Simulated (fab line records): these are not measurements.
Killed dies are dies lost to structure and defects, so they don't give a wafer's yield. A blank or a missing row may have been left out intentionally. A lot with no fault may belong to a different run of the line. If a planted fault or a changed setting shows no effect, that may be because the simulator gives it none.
Chamber matching	flow nand_harc	NHARC_A_STAIRCASE_CMP_472 on cmp-01 has 4 sister chambers
The step polishes SiO2. 7 wafers are shown with their chamber, then 8 later ones without.

## EACH WAFER AND ITS CHAMBER
wafer	chamber	motor_current_A (A)	retaining_ring_pressure_frac
L081.4	0	11.3	0.997
L083.6	1	13.4	1.000
L088.6	2	13.1	0.995
L089.3	3	13.2	0.999
L089.4	1	13.6	1.018
L089.6	2	12.7	0.996
L095.2	3	12.7	0.997

## WAFERS WITHOUT THEIR CHAMBER
wafer	motor_current_A (A)	retaining_ring_pressure_frac
L095.5	13.2	0.994
L095.6	13.3	0.993
L094.1	12.1	0.996
L094.2	13.2	1.003
L094.3	13.1	0.991
L097.1	13.2	0.999
L097.5	13.1	0.999
L097.6	13.3	1.005

## WHICH CHAMBER EACH ONE RAN IN
wafer	from the rows above	in truth
L095.5	can't be placed: 3 or 2 or 1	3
L095.6	can't be placed: 3 or 2 or 1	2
L094.1	can't be placed: 2 or 0 or 3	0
L094.2	can't be placed: 3 or 1 or 2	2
L094.3	can't be placed: 2 or 3 or 1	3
L097.1	can't be placed: 3 or 2 or 1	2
L097.5	can't be placed: 3 or 2 or 1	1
L097.6	can't be placed: 1 or 3 or 2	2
0 of 8 placed correctly. Unplaceable from these rows: 8, with the true chamber sitting among the candidates in 8. Number placed wrongly: 0.
How it was worked out, from the rows above alone: a wafer's distance from a chamber is the root of the sum, over the readings, of the square of ((its reading less the chamber's mean) divided by the reading's scatter). If the next closest chamber is less than 2 further off than the closest, the wafer can't be placed; otherwise it belongs to the closest. Each chamber's mean is taken over the wafers shown for it. The scatter: the root of (the sum of the squares of (reading less its chamber's mean) over the shown wafers, divided by (wafers less chambers)).
